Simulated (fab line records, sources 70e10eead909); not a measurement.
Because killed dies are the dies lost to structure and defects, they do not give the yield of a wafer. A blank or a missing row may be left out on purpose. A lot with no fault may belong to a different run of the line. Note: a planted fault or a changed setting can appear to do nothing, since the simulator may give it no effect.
A struck lot beside a sound one | flow nand_harc | 38 steps out of a route of 1159
Sound: the wafers L395.1, L395.4, L395.6. Wafers struck: L403.4, L403.5, L403.6. The cause is given at the end.
Each step with rows lists, per side, the tool, then ch with its chambers, then its first start. Under that, the readings that differ: sound wafers | struck wafers | difference of the means | sigmas: that difference in standard deviations of wafers without a fault.
alike: readings with means less than 2 such deviations apart, plus words and numbers identical on both sides. not compared: withheld readings, readings lacking a value on some wafer, bounds such as >300 that could conceal the same value, and numbers that have no deviation in the record and whose values overlap.
The two part at a step that has a row with sigmas, a row that says differs or no value, or rows on one side only. Numbers that have no deviation but don't overlap get no sigmas and don't part them. Lack of a reading on every wafer of one side parts them only where that side has two or more wafers.

first, 2 steps without rows for these wafers: NHARC_A_SOURCE_PLATE_CVD_03 (deposits poly-Si, target thk 200 nm, time 4000 s); NHARC_A_SOURCE_PLATE_ANNEAL_05 (time 1800 s).
NHARC_A_SOURCE_PLATE_THK_MEAS_06: measures by ellipsometry.
  struck on film_metro-02, day 9 21:32; sound on film_metro-02, day 8 00:32
  alike: thk_nm
NHARC_A_SOURCE_PLATE_INSPECT_08:
  struck on defect_inspect-02, day 9 21:37; sound on defect_inspect-02, day 8 00:36
  alike: raw_defect_count
following that, 1 step holds no rows for these wafers, namely NHARC_A_ONON_D1_DEP_00 (target thickness 1000 nm).
NHARC_A_ONON_D1_THK_MEAS_02: measures by ellipsometry.
  struck on film_metro-01, day 9 22:12; sound on film_metro-02, day 8 01:11
  alike: thk_nm
following that, 1 step holds no rows for these wafers, namely NHARC_A_ONON_D1_DEP_03 (target thickness 1000 nm).
NHARC_A_ONON_D1_THK_MEAS_05: measures by ellipsometry.
  struck on film_metro-01, day 9 22:47; sound on film_metro-01, day 8 01:47
  alike: thk_nm
following that, 1 step holds no rows for these wafers, namely NHARC_A_ONON_D1_DEP_06 (target thickness 1000 nm).
NHARC_A_ONON_D1_THK_MEAS_08: measures by ellipsometry.
  struck on film_metro-01, day 9 23:21; sound on film_metro-01, day 8 02:21
  alike: thk_nm
NHARC_A_ONON_D1_DEP_09: target thk 1000 nm.
  sound on pecvd_onon-03 ch 0, day 8 02:25; struck on pecvd_onon-03 ch 0, day 9 23:35
  alike: susceptor_temp_C
NHARC_A_ONON_D1_THK_MEAS_11: measures by ellipsometry.
  struck on film_metro-01, day 9 23:55; sound on film_metro-02, day 8 02:55
  alike: thk_nm
following that, 1 step holds no rows for these wafers, namely NHARC_A_ONON_D1_DEP_12 (target thickness 1000 nm).
NHARC_A_ONON_D1_THK_MEAS_14: measures by ellipsometry.
  struck on film_metro-02, day 10 00:29; sound on film_metro-01, day 8 03:29
  alike: thk_nm
then, 2 steps without rows for these wafers: NHARC_A_ONON_D1_ANNEAL_15 (time 3600 s); NHARC_A_ONON_D1_DEP_16 (target thk 1000 nm).
NHARC_A_ONON_D1_THK_MEAS_18: measures by ellipsometry.
  struck on film_metro-01, day 10 10:57; sound on film_metro-01, day 8 09:01
  alike: thk_nm
following that, 1 step holds no rows for these wafers, namely NHARC_A_ONON_D1_DEP_19 (target thickness 1000 nm).
NHARC_A_ONON_D1_THK_MEAS_21: measures by ellipsometry.
  struck on film_metro-01, day 10 11:31; sound on film_metro-01, day 8 09:35
  alike: thk_nm
following that, 1 step holds no rows for these wafers, namely NHARC_A_ONON_D1_DEP_22 (target thickness 1000 nm).
NHARC_A_ONON_D1_THK_MEAS_24: measures by ellipsometry.
  struck on film_metro-02, day 10 12:05; sound on film_metro-02, day 8 10:10
  alike: thk_nm
following that, 1 step holds no rows for these wafers, namely NHARC_A_ONON_D1_DEP_25 (target thickness 1000 nm).
NHARC_A_ONON_D1_THK_MEAS_27: measures by ellipsometry.
  struck on film_metro-01, day 10 12:38; sound on film_metro-02, day 8 10:46
  reading     | sound          | struck      | difference | sigmas
  thk_nm (nm) | 1007 1007 1007 | 986 986 986 | -21        | -2
following that, 1 step holds no rows for these wafers, namely NHARC_A_ONON_D1_DEP_28 (target thickness 1000 nm).
NHARC_A_ONON_D1_THK_MEAS_30: measures by ellipsometry.
  struck on film_metro-01, day 10 13:13; sound on film_metro-01, day 8 11:20
  reading     | sound          | struck      | difference | sigmas
  thk_nm (nm) | 1020 1022 1022 | 995 994 995 | -27        | -2
NHARC_A_ONON_D1_DEP_33: deposits SiO2, target thk 200 nm.
  sound on pecvd-03 ch 1,2, day 8 11:29; struck on pecvd-04 ch 0,1,2, day 10 13:30
  alike: heater_power_w, rf_fwd_power_W, susceptor_temp_C, throttle_valve_pct
NHARC_A_ONON_D1_THK_MEAS_34: measures by ellipsometry.
  struck on film_metro-02, day 10 13:47; sound on film_metro-02, day 8 11:51
  alike: thk_nm
NHARC_A_CHANNEL_HOLE_D1_DEP_00: deposits aC, target thk 3100 nm.
  sound on acl_dep-02 ch 0, day 8 13:10; struck on acl_dep-02 ch 0, day 10 17:04
  reading              | sound | struck               | difference                   | sigmas
  susceptor_temp_C (C) | - - - | 400.04 400.35 399.85 | no value on the sound wafers |
  alike: throttle_valve_pct
NHARC_A_CHANNEL_HOLE_D1_DEP_01: deposits SiON, target thk 140 nm.
  sound on pecvd-02 ch 0,1,2, day 8 15:06; struck on pecvd-01 ch 0,1,2, day 10 18:08
  alike: heater_power_w, rf_fwd_power_W, susceptor_temp_C
then, 8 steps without rows for these wafers: NHARC_A_CHANNEL_HOLE_D1_DEHYDRATE_02 (time 120 s); NHARC_A_CHANNEL_HOLE_D1_HMDS_03 (time 30 s); NHARC_A_CHANNEL_HOLE_D1_COAT_36 (time 75 s); NHARC_A_CHANNEL_HOLE_D1_COAT_37 (time 65 s); NHARC_A_CHANNEL_HOLE_D1_COAT_04 (resist thk 90 nm); NHARC_A_CHANNEL_HOLE_D1_SOFTBAKE_05 (time 55 s); NHARC_A_CHANNEL_HOLE_D1_EBR_06; NHARC_A_CHANNEL_HOLE_D1_EXPOSE_07 (exposes mask HOLE D1, target cd 100 nm).
-- the record jumps here: 11 days lie between the struck wafers' starts before and after (it left off in module A_CHANNEL_HOLE_D1 and takes up again in module END, whose first step shown is number 1159 of the route) --
NHARC_END_SORT_01:
  at this point the record logs the struck wafers (prober-01 ch 0, day 21 16:12) and has no rows for the sound ones

== WHERE THEY PART ==
Last at NHARC_END_SORT_01 as far as this record goes, first at NHARC_A_ONON_D1_THK_MEAS_27.

WHY: what had been put in by the simulator
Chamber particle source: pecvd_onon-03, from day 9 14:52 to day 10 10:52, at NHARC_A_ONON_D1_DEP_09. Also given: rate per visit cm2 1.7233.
